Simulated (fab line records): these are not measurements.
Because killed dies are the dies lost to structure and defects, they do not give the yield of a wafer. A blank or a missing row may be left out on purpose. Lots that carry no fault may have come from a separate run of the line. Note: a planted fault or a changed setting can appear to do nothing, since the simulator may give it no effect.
Matching of chambers + flow n5 finfet + N5_BEOL_M7_STRIP_19 on rie diel-06 has 4 sister chambers
The step strips in O2. 4 wafers are shown with their chamber, then 11 later ones without.

WAFERS, EACH WITH ITS CHAMBER
| wafer  | chamber | showerhead plenum p Torr (Torr) |
|--------|---------|---------------------------------|
| L087.1 | 1       | 2.08                            |
| L087.2 | 2       | 2.13                            |
| L087.5 | 3       | 1.97                            |
| L092.1 | 0       | 1.91                            |

WAFERS WITHOUT THEIR CHAMBER
| wafer  | showerhead plenum p Torr (Torr) |
|--------|---------------------------------|
| L092.2 | 2.12                            |
| L092.6 | 1.91                            |
| L091.1 | 1.91                            |
| L091.2 | 2.12                            |
| L091.6 | 1.91                            |
| L096.2 | 1.91                            |
| L096.4 | 2.07                            |
| L096.5 | 2.12                            |
| L097.2 | 1.91                            |
| L097.3 | 2.12                            |
| L097.6 | 2.23                            |

THE CHAMBER EACH PASSED THROUGH
| wafer  | from the rows above     | in truth |
|--------|-------------------------|----------|
| L092.2 | can't be placed: 2 or 1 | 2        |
| L092.6 | can't be placed: 0 or 3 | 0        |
| L091.1 | can't be placed: 0 or 3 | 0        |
| L091.2 | can't be placed: 2 or 1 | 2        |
| L091.6 | can't be placed: 0 or 3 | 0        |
| L096.2 | can't be placed: 0 or 3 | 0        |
| L096.4 | can't be placed: 1 or 2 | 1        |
| L096.5 | can't be placed: 2 or 1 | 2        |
| L097.2 | can't be placed: 0 or 3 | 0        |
| L097.3 | can't be placed: 2 or 1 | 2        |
| L097.6 | can't be placed: 2 or 1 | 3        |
Correct placement for 0 of the 11. From these rows, 11 cannot be placed; in 10 the true chamber is one of the candidates. 0 placed wrongly.
How it was worked out, from the rows above alone: a wafer's distance from a chamber is the root of the sum, over the readings, of the square of ((its reading less the chamber's mean) divided by the reading's scatter). The wafer belongs to the nearest chamber; if the next one is less than 2 further off, it can't be placed. A chamber's mean is the mean of its shown wafers. The scatter (one wafer shown for each chamber): square how far every hidden wafer sits from the nearest shown wafer, average those squares and take the square root.
